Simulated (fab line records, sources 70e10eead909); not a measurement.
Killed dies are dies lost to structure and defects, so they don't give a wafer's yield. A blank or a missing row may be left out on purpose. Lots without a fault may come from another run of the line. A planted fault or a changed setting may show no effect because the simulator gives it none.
A struck lot beside a sound one | flow nand_harc | 14 steps out of a route of 1302
Sound: wafers L902.1, L902.2, L902.6. Struck: wafers L908.3, L908.5, L908.6. The cause comes at the end.
At each step with rows: each side's tool, then ch and its chambers, then its first start. Under that, the readings that differ: sound wafers | struck wafers | difference of the means | sigmas: that difference in standard deviations of wafers without a fault.
alike: readings whose means differ by less than 2 such deviations, and words and numbers that are the same on both sides. not compared: withheld readings, readings that some wafer has no value for, bounds like >300 that may hide the same value, and numbers for which the record gives no deviation and whose values overlap.
The two part at a step that has a row with sigmas, a row that says differs or no value, or rows on one side only. Numbers that don't overlap but have no deviation are shown without sigmas and don't part them. A reading that every wafer of one side lacks parts them only if that side has two wafers or more.

first, 3 steps without rows for these wafers: NHARC_A_STAIRCASE_ETCH_13 (etches the open film in C4F8/O2, target depth 100 nm, time 40.5 s); NHARC_A_STAIRCASE_TRIM_14 (chemistry O2, time 211.2 s); NHARC_A_STAIRCASE_ETCH_15 (etches the open film in C4F8/O2, target depth 100 nm, time 40.5 s).
NHARC_A_STAIRCASE_TRIM_16: chemistry O2, time 211.2 s.
  sound on rie_diel-10 ch 0,2,3; struck on rie_diel-10 ch 1,2
  alike: chamber_pressure_mTorr, drypump_motor_current_A, oes_product_au, rf_vpp_V, showerhead_plenum_p_Torr, throttle_valve_pct
  not compared: rf_hours_counter_h
NHARC_A_STAIRCASE_ETCH_17: etches the open film in C4F8/O2, target depth 100 nm, time 40.5 s.
  sound on rie_diel-10 ch 0,2,3; struck on rie_diel-10 ch 1,2,3
  alike: oes_product_au, rf_vpp_V
  not compared: rf_hours_counter_h
then, 1 step without rows for these wafers: NHARC_A_STAIRCASE_TRIM_18 (chemistry O2, time 211.2 s).
NHARC_A_STAIRCASE_ETCH_19: etches the open film in C4F8/O2, target depth 100 nm, time 40.5 s.
  sound on rie_diel-10 ch 1,3; struck on rie_diel-10 ch 1,2
  alike: oes_product_au, rf_vpp_V
  not compared: rf_hours_counter_h
NHARC_A_STAIRCASE_TRIM_20: chemistry O2, time 211.2 s.
  sound on rie_diel-03 ch 0,2,3, day 17 09:07; struck on rie_diel-04 ch 1,3, day 19 20:19
  reading                | sound                | struck               | difference | sigmas
  throttle_valve_pct (%) | 17.044 17.056 17.043 | 17.026 17.037 17.025 | -0.018     | -2
  alike: chamber_pressure_mTorr, drypump_motor_current_A, oes_product_au, rf_vpp_V, showerhead_plenum_p_Torr
  not compared: rf_hours_counter_h
then, 3 steps without rows for these wafers: NHARC_A_STAIRCASE_ETCH_21 (etches the open film in C4F8/O2, target depth 100 nm, time 40.5 s); NHARC_A_STAIRCASE_TRIM_22 (chemistry O2, time 211.2 s); NHARC_A_STAIRCASE_ETCH_23 (etches the open film in C4F8/O2, target depth 100 nm, time 40.5 s).
NHARC_A_STAIRCASE_TRIM_24: chemistry O2, time 211.2 s.
  sound on rie_diel-03 ch 0,2,3, day 17 09:38; struck on rie_diel-04 ch 1,3, day 19 21:03
  no value came back on the struck wafers for any of 7 readings (bias_w (W), chamber_pressure_mTorr (mTorr) and others); on the sound wafers bias_w (W) reads 0 0 0
  not compared: rf_hours_counter_h
NHARC_A_STAIRCASE_ETCH_25: etches the open film in C4F8/O2, target depth 100 nm, time 40.5 s.
  sound on rie_diel-03 ch 0,1,2; struck on rie_diel-04 ch 1,3
  alike: oes_product_au, rf_vpp_V
  not compared: rf_hours_counter_h
-- the record jumps here: 12 days lie between the struck wafers' starts before and after (it left off in module A_STAIRCASE and takes up again in module END, whose first step shown is number 1302 of the route) --
NHARC_END_SORT_01:
  sound on prober-01 ch 0, day 25 16:19; struck on prober-01 ch 0, day 31 10:34
  reading         | sound    | struck                                                               | difference                   | sigmas
  hold            | - - -    | await_dispo/4.4h/scrap await_dispo/4.4h/scrap await_dispo/4.4h/scrap | no value on the sound wafers |
  killed_at_array | 87 82 78 | 670 669 670                                                          | +587                         | +33
  killed_dies     | 90 89 81 | 677 677 677                                                          | +590                         | +33
  alike: killed_at_other, killed_at_periphery, killed_open, killed_short

WHERE THEY PART
First at NHARC_A_STAIRCASE_TRIM_20; last, within this record, at NHARC_END_SORT_01.

WHY: what the simulator had put in
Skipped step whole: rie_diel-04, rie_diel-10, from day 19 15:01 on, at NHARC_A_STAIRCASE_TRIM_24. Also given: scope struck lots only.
